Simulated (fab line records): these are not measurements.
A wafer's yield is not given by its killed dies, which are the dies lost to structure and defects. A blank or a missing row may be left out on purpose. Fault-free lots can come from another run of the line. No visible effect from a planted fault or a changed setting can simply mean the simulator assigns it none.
A single fault, viewed from 3 desks	flow n5-finfet	each desk holds nothing but its own numbers, with what lay behind them at the end

== THE DEFECT DESK ==
Lot by lot, what the route's inspections counted, given as the mean of those sampled wafers with a number. Marked OUT: a lot whose mean sits more than 4 standard deviations from the usual mean, which makes it out of limits; the brackets give that distance.
Columns: A = raw-defect-count at N5_BEOL_M0_SAQP_INSPECT_42, usual 289
lot	first seen here	A
L809	day 7 00:05	346
L814	day 7 12:49	256
L815	day 7 21:31	256
L822	day 9 18:50	283
L824	day 10 03:31	263
L828	day 11 02:38	259
This desk's finding: nothing out of limits on any of the 6 lots.

== METROLOGY DESK ==
What the gauges read, lot by lot, whatever tool the lot ran on: means of the sampled wafers that have a number. Marked OUT: a lot whose mean sits more than 4 standard deviations from the usual mean, which makes it out of limits; the brackets give that distance. Shown here are 7 of its 12 readings, the ones lying furthest out on some lot.
Columns: A = cd-nm at N5_BEOL_M0_SAQP_CD_MEAS_40, usual 29.94 nm; B = M0_CUT1_OVL at N5_BEOL_M0_SAQP_OVL_MEAS_41, usual 0.2 nm; C = DIBL_N at N5_BEOL_M4_RC_MEAS_101, usual 36.6 mV/V; D = ION_N at N5_BEOL_M4_RC_MEAS_101, usual 674 uA/um; E = SS_N at N5_BEOL_M4_RC_MEAS_101, usual 71.7 mV/dec; F = SS_P at N5_BEOL_M4_RC_MEAS_101, usual 73.4 mV/dec; G = VT_P at N5_BEOL_M4_RC_MEAS_101, usual -250 mV
lot	first seen here	A	B	C	D	E	F	G
L809	day 7 00:01	30.12	0.0	37.5	685	72.1	74.3	-250
L814	day 7 12:44	30.00	1.0	36.0	660	71.9	73.2	-254
L815	day 7 21:26	29.94	0.2	38.1	663	72.8	74.0	-246
L822	day 9 18:44	30.26	0.3	34.3	663	71.0	72.8	-253
L824	day 10 03:26	30.05	-0.3	37.5	698	72.1	73.5	-250
L828	day 11 02:32	29.75	0.6	37.4	674	72.4	73.9	-247
This desk's finding: nothing out of limits on any of the 6 lots.

== AT THE TOOL OWNER'S DESK: ald-sin-04 ==
The tool's own readings at N5_BEOL_M0_SAQP_ALD_48 (deposits SiO2, target thk 20 nm, pulse time 1 s, co reactant pulse time 1 s): means of the sampled wafers that have a number, for each lot that ran on this tool. Marked OUT: a lot whose mean sits more than 4 standard deviations from the usual mean, which makes it out of limits; the brackets give that distance.
Columns: A = heater-power-outer-w at N5_BEOL_M0_SAQP_ALD_48, usual 43 W; B = heater-power-w at N5_BEOL_M0_SAQP_ALD_48, usual 81 W; C = precursor-pulse-height-rel at N5_BEOL_M0_SAQP_ALD_48, usual 1.001
lot	first seen here	A	B	C
L809	day 7 01:01	42	81	1.006
L814	day 7 13:08	44	82	1.001
L815	day 7 22:09	43	83	1.004
This desk's finding: nothing out of limits on any of the 3 lots.

== TAKEN TOGETHER ==
No out-of-limits result turned up at the defect desk.
From the metrology desk's view, nothing was out of limits.
The tool owner's desk saw nothing out of limits.

== WHAT WAS PUT IN BY THE SIMULATOR ==
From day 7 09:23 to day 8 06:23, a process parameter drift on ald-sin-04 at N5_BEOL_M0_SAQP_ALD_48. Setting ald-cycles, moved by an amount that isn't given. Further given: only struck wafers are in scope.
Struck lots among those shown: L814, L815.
